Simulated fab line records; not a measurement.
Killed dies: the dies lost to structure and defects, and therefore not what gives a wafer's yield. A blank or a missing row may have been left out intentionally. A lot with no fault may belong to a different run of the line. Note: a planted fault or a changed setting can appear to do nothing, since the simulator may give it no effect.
Split-lot study -- flow n5-finfet -- route with 1938 steps; 7 lots, 21 wafers read

## ABOUT THE SPLIT
At N5_BEOL_M4_ALD_98 (deposits SiO2, target thk 2.5 nm, pulse time 1 s, co reactant pulse time 1 s), the setting ald-cycles was moved away from the recipe's 17 on 6 of the 21 wafers read, by +5.9% to +17.6%. The other wafers ran this setting at the recipe's value.

Reading taken at the split's own step.

## THE READING
SiO2_of_BEOL_M4_ALD_98.thk-nm (the simulator's own value, which no gauge read), in nm, at N5_BEOL_M4_ALD_98 (deposits SiO2, target thk 2.5 nm, pulse time 1 s, co reactant pulse time 1 s). No usual value for it is given in the file. The 15 wafers here that ran the recipe average 2.5 nm, standard deviation 0.098 nm.

wafer,"tool, chamber at the split",ald-cycles as run,against the recipe,"SiO2_of_BEOL_M4_ALD_98.thk-nm, nm",against lot-mates on the recipe
L084.3,"ald-sin-03, 1,3",17,recipe,2.6,-
L084.4,"ald-sin-03, 1,3",17,recipe,2.6,-
L084.5,"ald-sin-03, 0",17,recipe,2.4,-
L090.1,"ald-sin-03, 2",17,recipe,2.6,-
L090.2,"ald-sin-03, 0,2",20,+17.6%,3,+0.4
L090.5,"ald-sin-03, 0,2",20,+17.6%,3,+0.4
L087.1,"ald-sin-03, 2",17,recipe,2.4,-
L087.5,"ald-sin-03, 1,0",18,+5.9%,2.6,+0.2
L087.6,"ald-sin-03, 1,0",18,+5.9%,2.6,+0.2
L088.1,"ald-sin-04, 2,3,1",17,recipe,2.6,-
L088.4,"ald-sin-04, 2,3,1",17,recipe,2.6,-
L088.5,"ald-sin-04, 2,3,1",17,recipe,2.6,-
L096.3,"ald-sin-01, 1,2,3",17,recipe,2.4,-
L096.5,"ald-sin-01, 1,2,3",17,recipe,2.4,-
L096.6,"ald-sin-01, 1,2,3",17,recipe,2.4,-
L093.2,"ald-sin-01, 2",17,recipe,2.6,-
L093.4,"ald-sin-01, 3,1",19,+11.8%,2.8,+0.2
L093.5,"ald-sin-01, 3,1",19,+11.8%,2.8,+0.2
L095.1,"ald-sin-03, 1,3",17,recipe,2.6,-
L095.2,"ald-sin-03, 1,3",17,recipe,2.6,-
L095.5,"ald-sin-03, 3",17,recipe,2.4,-
Where a row lists several chambers, the file gives one row for several wafers and doesn't say which wafer went through which chamber.

FIT RESULTS
A straight line over all 21 wafers: SiO2_of_BEOL_M4_ALD_98.thk-nm changes by +0.0257 nm for each +1% of ald-cycles; r = +0.87; the points scatter about the line by 0.091 nm.
The same after taking each lot's own level away (the mean of its wafers on the recipe; 21 wafers): +0.0216 nm for each +1%; r = +0.91; scatter 0.061 nm.
Per that fit: largest ald-cycles move, reading shift of 0.38 nm.
The span of the lots' own levels, 2.40 to 2.60 nm, comes to 2.0 times the standard deviation stated above.
Hence the slope depends on the lot-to-lot level, as the two fits are not the same.
Check: with one of the wafers moved furthest among these (+17.6%) left out of the fit, the line predicts +0.377 nm for it against its lot-mates. Against them it came out at +0.4 nm.

## THESE WAFERS: OTHER SPLITS
Note: prior to the reading, these wafers also went through further splits. Each is held against what the fit with the lots' levels taken away leaves over:
other split on the same wafers,wafers away from the commonest value,r with SiO2_of_BEOL_M4_ALD_98.thk-nm (lot level and that fit taken away)
N5_BEOL_M2_EXPOSE_08 dose-mj,5,-0.34
N5_BEOL_M4_EXPOSE_25 dose-mj,9,-0.04

## THE FILE'S OWN FIT
SiO2_of_BEOL_M4_ALD_98.thk-nm changes by +0.0219 nm for each +1% of ald-cycles, r = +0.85.
